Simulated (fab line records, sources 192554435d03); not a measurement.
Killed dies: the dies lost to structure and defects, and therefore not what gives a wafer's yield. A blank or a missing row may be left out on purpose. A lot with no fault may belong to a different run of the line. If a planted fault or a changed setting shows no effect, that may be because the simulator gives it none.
Split-lot trial || flow n5-finfet || 7 lots, 21 wafers read, on a route of 1938 steps

ABOUT THE SPLIT
At N5_BEOL_M11_COAT_05 (resist thk 90 nm), the setting spin-rpm was moved away from the recipe's 1500 rpm on 6 of the 21 wafers read, by -10.1% to +4.5%. The other wafers ran this setting at the recipe's value.

The reading comes from the split's own step.

THE READING
CAR-ArF_of_BEOL_M11_COAT_05.thk-nm (the simulator's own value, which no gauge read), in nm, at N5_BEOL_M11_COAT_05 (resist thk 90 nm). There is no usual value for it anywhere in the file. Here, 15 wafers ran the recipe; their average is 90.3 nm with a standard deviation of 0.29 nm.

{"wafer": "L080.4", "tool, chamber at the split": "litho-track-03, 0", "spin-rpm as run, rpm": 1500, "against the recipe": "recipe", "CAR-ArF_of_BEOL_M11_COAT_05.thk-nm, nm": 90.2, "against lot-mates on the recipe": "-"}
{"wafer": "L080.5", "tool, chamber at the split": "litho-track-03, 0", "spin-rpm as run, rpm": 1500, "against the recipe": "recipe", "CAR-ArF_of_BEOL_M11_COAT_05.thk-nm, nm": 90, "against lot-mates on the recipe": "-"}
{"wafer": "L080.6", "tool, chamber at the split": "litho-track-03, 0", "spin-rpm as run, rpm": 1500, "against the recipe": "recipe", "CAR-ArF_of_BEOL_M11_COAT_05.thk-nm, nm": 90.4, "against lot-mates on the recipe": "-"}
{"wafer": "L083.1", "tool, chamber at the split": "litho-track-01, 0", "spin-rpm as run, rpm": 1500, "against the recipe": "recipe", "CAR-ArF_of_BEOL_M11_COAT_05.thk-nm, nm": 90.4, "against lot-mates on the recipe": "-"}
{"wafer": "L083.3", "tool, chamber at the split": "litho-track-01, 0", "spin-rpm as run, rpm": 1500, "against the recipe": "recipe", "CAR-ArF_of_BEOL_M11_COAT_05.thk-nm, nm": 90, "against lot-mates on the recipe": "-"}
{"wafer": "L083.4", "tool, chamber at the split": "litho-track-01, 0", "spin-rpm as run, rpm": 1386, "against the recipe": "-7.6%", "CAR-ArF_of_BEOL_M11_COAT_05.thk-nm, nm": 93.8, "against lot-mates on the recipe": "+3.6"}
{"wafer": "L082.1", "tool, chamber at the split": "litho-track-02, 0", "spin-rpm as run, rpm": 1500, "against the recipe": "recipe", "CAR-ArF_of_BEOL_M11_COAT_05.thk-nm, nm": 90, "against lot-mates on the recipe": "-"}
{"wafer": "L082.3", "tool, chamber at the split": "litho-track-02, 0", "spin-rpm as run, rpm": 1348, "against the recipe": "-10.1%", "CAR-ArF_of_BEOL_M11_COAT_05.thk-nm, nm": 95, "against lot-mates on the recipe": "+5.0"}
{"wafer": "L082.4", "tool, chamber at the split": "litho-track-02, 0", "spin-rpm as run, rpm": 1348, "against the recipe": "-10.1%", "CAR-ArF_of_BEOL_M11_COAT_05.thk-nm, nm": 95, "against lot-mates on the recipe": "+5.0"}
{"wafer": "L085.1", "tool, chamber at the split": "litho-track-02, 0", "spin-rpm as run, rpm": 1500, "against the recipe": "recipe", "CAR-ArF_of_BEOL_M11_COAT_05.thk-nm, nm": 89.8, "against lot-mates on the recipe": "-"}
{"wafer": "L085.2", "tool, chamber at the split": "litho-track-02, 0", "spin-rpm as run, rpm": 1567, "against the recipe": "+4.5%", "CAR-ArF_of_BEOL_M11_COAT_05.thk-nm, nm": 87.8, "against lot-mates on the recipe": -2.0}
{"wafer": "L085.3", "tool, chamber at the split": "litho-track-02, 0", "spin-rpm as run, rpm": 1567, "against the recipe": "+4.5%", "CAR-ArF_of_BEOL_M11_COAT_05.thk-nm, nm": 87.8, "against lot-mates on the recipe": -2.0}
{"wafer": "L087.3", "tool, chamber at the split": "litho-track-01, 0", "spin-rpm as run, rpm": 1500, "against the recipe": "recipe", "CAR-ArF_of_BEOL_M11_COAT_05.thk-nm, nm": 90.4, "against lot-mates on the recipe": "-"}
{"wafer": "L087.4", "tool, chamber at the split": "litho-track-01, 0", "spin-rpm as run, rpm": 1500, "against the recipe": "recipe", "CAR-ArF_of_BEOL_M11_COAT_05.thk-nm, nm": 90.4, "against lot-mates on the recipe": "-"}
{"wafer": "L087.6", "tool, chamber at the split": "litho-track-01, 0", "spin-rpm as run, rpm": 1500, "against the recipe": "recipe", "CAR-ArF_of_BEOL_M11_COAT_05.thk-nm, nm": 90.6, "against lot-mates on the recipe": "-"}
{"wafer": "L092.1", "tool, chamber at the split": "litho-track-02, 0", "spin-rpm as run, rpm": 1500, "against the recipe": "recipe", "CAR-ArF_of_BEOL_M11_COAT_05.thk-nm, nm": 90.6, "against lot-mates on the recipe": "-"}
{"wafer": "L092.4", "tool, chamber at the split": "litho-track-02, 0", "spin-rpm as run, rpm": 1500, "against the recipe": "recipe", "CAR-ArF_of_BEOL_M11_COAT_05.thk-nm, nm": 90.4, "against lot-mates on the recipe": "-"}
{"wafer": "L092.5", "tool, chamber at the split": "litho-track-02, 0", "spin-rpm as run, rpm": 1500, "against the recipe": "recipe", "CAR-ArF_of_BEOL_M11_COAT_05.thk-nm, nm": 90.4, "against lot-mates on the recipe": "-"}
{"wafer": "L093.1", "tool, chamber at the split": "litho-track-03, 0", "spin-rpm as run, rpm": 1500, "against the recipe": "recipe", "CAR-ArF_of_BEOL_M11_COAT_05.thk-nm, nm": 90.8, "against lot-mates on the recipe": "-"}
{"wafer": "L093.4", "tool, chamber at the split": "litho-track-03, 0", "spin-rpm as run, rpm": 1500, "against the recipe": "recipe", "CAR-ArF_of_BEOL_M11_COAT_05.thk-nm, nm": 90.8, "against lot-mates on the recipe": "-"}
{"wafer": "L093.6", "tool, chamber at the split": "litho-track-03, 0", "spin-rpm as run, rpm": 1352, "against the recipe": "-9.9%", "CAR-ArF_of_BEOL_M11_COAT_05.thk-nm, nm": 95.8, "against lot-mates on the recipe": "+5.0"}

THE FIT
A straight line over all 21 wafers: CAR-ArF_of_BEOL_M11_COAT_05.thk-nm changes by -0.496 nm for each +1% of spin-rpm; r = -0.99; the points scatter about the line by 0.33 nm.
The same after taking each lot's own level away (the mean of its wafers on the recipe; 21 wafers): -0.487 nm for each +1%; r = -1.00; scatter 0.13 nm.
According to that fit, moving spin-rpm by its largest amount changes the reading by 4.9 nm.
Across the lots, their own levels run from 89.80 to 90.80 nm, a range of 3.5 times the standard deviation given above.
The two slopes agree, so the slope changes little with the lot-to-lot level.
Check: with one of the wafers moved furthest among these (-10.1%) left out of the fit, the line predicts +4.95 nm for it against its lot-mates. Against them it came out at +5 nm.

FURTHER SPLITS ON THESE WAFERS
Note: prior to the reading, these wafers also went through further splits. Each is held against what the fit with the lots' levels taken away leaves over:
{"other split on the same wafers": "N5_BEOL_M6_EXPOSE_08 dose-mj", "wafers away from the commonest value": 3, "r with CAR-ArF_of_BEOL_M11_COAT_05.thk-nm (lot level and that fit taken away)": "+0.11"}
{"other split on the same wafers": "N5_BEOL_M8_ETCH_66 source-w", "wafers away from the commonest value": 4, "r with CAR-ArF_of_BEOL_M11_COAT_05.thk-nm (lot level and that fit taken away)": -0.26}
{"other split on the same wafers": "N5_BEOL_M9_PECVD_70 time-s", "wafers away from the commonest value": 4, "r with CAR-ArF_of_BEOL_M11_COAT_05.thk-nm (lot level and that fit taken away)": -0.09}
{"other split on the same wafers": "N5_BEOL_M9_COAT_60 spin-rpm", "wafers away from the commonest value": 9, "r with CAR-ArF_of_BEOL_M11_COAT_05.thk-nm (lot level and that fit taken away)": "+0.16"}
{"other split on the same wafers": "N5_BEOL_M10_PECVD_70 time-s", "wafers away from the commonest value": 3, "r with CAR-ArF_of_BEOL_M11_COAT_05.thk-nm (lot level and that fit taken away)": "+0.32"}

FILE'S OWN FIT
CAR-ArF_of_BEOL_M11_COAT_05.thk-nm changes by -0.491 nm for each +1% of spin-rpm, r = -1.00.
